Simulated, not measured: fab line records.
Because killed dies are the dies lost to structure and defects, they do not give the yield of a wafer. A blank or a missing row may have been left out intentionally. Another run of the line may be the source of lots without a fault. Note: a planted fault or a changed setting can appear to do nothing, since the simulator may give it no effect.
Matching of chambers | flow n5Finfet | 4 sister chambers for N5_STI_FIN_REVEAL_CMP_04 on cmp-02
The step polishes, stops on Si3N4, t overpolish 4 s, target thk 131.83 nm. 14 wafers are shown with their chamber, then 7 later ones without.

WAFERS PAIRED WITH THEIR CHAMBERS
wafer  | chamber | motorCurrentA (A) | timeToEndpointS (s) | overpolishRunS (s)
L075.4 | 2       | 6.6               | 102                 | 4.011
L075.5 | 1       | 8.7               | 99                  | 4.006
L075.6 | 2       | 6.8               | 101                 | 3.994
L088.1 | 3       | 8.6               | 101                 | 4.002
L088.3 | 2       | 6.8               | 99                  | 4.007
L088.4 | 1       | 8.5               | 94                  | 3.997
L089.1 | 0       | 7.3               | 101                 | 3.993
L089.4 | 3       | 8.3               | 99                  | 3.998
L089.5 | 1       | 8.1               | 97                  | 4.009
L091.2 | 0       | 7.7               | 99                  | 3.994
L091.3 | 3       | 8.5               | 97                  | 3.977
L091.6 | 1       | 8.9               | 93                  | 4.004
L093.3 | 1       | 8.5               | 93                  | 3.987
L093.4 | 3       | 8.6               | 101                 | 4.003

SIGNATURES, as means of the wafers listed above
reading         | chamber 0 | chamber 1 | chamber 2 | chamber 3 | scatter within a chamber
motorCurrentA   | 7.500     | 8.540     | 6.733     | 8.500     | 0.228
timeToEndpointS | 100.00    | 95.20     | 100.67    | 99.50     | 2.16
overpolishRunS  | 3.99350   | 4.00060   | 4.00400   | 3.99500   | 0.00956
Rule: distance of a wafer from a chamber = root of the sum over the readings of ((wafer's reading minus chamber's mean) / reading's scatter) squared. The wafer belongs to the nearest chamber; if the next one is less than 2 further off, it can't be placed. The scatter: take each reading less its chamber's mean, square it, sum over the shown wafers, divide by the number of wafers less the number of chambers, and take the root.

WAFERS WHOSE CHAMBER IS MISSING
wafer  | motorCurrentA (A) | timeToEndpointS (s) | overpolishRunS (s)
L093.6 | 6.9               | 101                 | 4.002
L095.2 | 8.8               | 98                  | 4.004
L095.3 | 6.5               | 99                  | 4.006
L095.4 | 7.0               | 102                 | 4.020
L097.3 | 6.2               | 99                  | 4.007
L097.5 | 8.2               | 100                 | 4.011
L097.6 | 7.5               | 98                  | 3.999

CHAMBER TAKEN BY EACH
wafer  | from the rows above          | in truth
L093.6 | 2                            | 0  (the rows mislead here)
L095.2 | can't be placed: 3 or 1      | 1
L095.3 | 2                            | 2
L095.4 | can't be placed: 2 or 0      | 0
L097.3 | 2                            | 2
L097.5 | can't be placed: 3 or 1 or 0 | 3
L097.6 | 0                            | 0
Correct placement for 3 of the 7. Can't be placed from these rows: 3 (the true chamber is among the candidates in 3). Number placed wrongly: 1.
